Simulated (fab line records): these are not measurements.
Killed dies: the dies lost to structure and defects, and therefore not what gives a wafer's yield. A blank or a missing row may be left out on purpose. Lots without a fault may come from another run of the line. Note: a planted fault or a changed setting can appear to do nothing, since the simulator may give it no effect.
Chamber matching	flow n5 finfet	N5_BEOL_M6_STRIP_19 on rie diel-06 has 4 sister chambers
The step strips in O2. 8 wafers are shown with their chamber, then 10 later ones without.

== WAFERS WITH THEIR CHAMBER ==
wafer	chamber	showerhead plenum p Torr (Torr)	drypump motor current A (A)
L086.2	2	2.13	5.2
L086.4	0	2.23	6.1
L086.6	1	2.04	6.1
L087.1	1	2.04	6.1
L087.3	3	2.18	5.8
L087.6	3	2.18	5.7
L088.1	0	2.22	6.1
L088.5	2	2.13	5.1

== WAFERS WITH NO CHAMBER GIVEN ==
wafer	showerhead plenum p Torr (Torr)	drypump motor current A (A)
L088.6	2.18	5.7
L089.3	2.12	5.1
L089.4	2.18	5.8
L089.5	2.12	5.1
L092.2	2.12	5.1
L092.3	2.22	6.2
L092.4	2.18	5.8
L096.2	2.03	6.1
L096.3	2.12	5.1
L096.6	2.12	5.1

== CHAMBER TAKEN BY EACH ==
wafer	from the rows above	in truth
L088.6	3	3
L089.3	2	2
L089.4	3	3
L089.5	2	2
L092.2	2	2
L092.3	0	0
L092.4	3	3
L096.2	1	1
L096.3	2	2
L096.6	2	2
Placed correctly: 10 of 10. Left unplaced by these rows: 0. Number placed wrongly: 0.
How it was worked out, from the rows above alone: a wafer's distance from a chamber is the root of the sum, over the readings, of the square of ((its reading less the chamber's mean) divided by the reading's scatter). The wafer belongs to the nearest chamber; if the next one is less than 2 further off, it can't be placed. Each chamber's mean is taken over the wafers shown for it. The scatter: take each reading less its chamber's mean, square it, sum over the shown wafers, divide by the number of wafers less the number of chambers, and take the root.
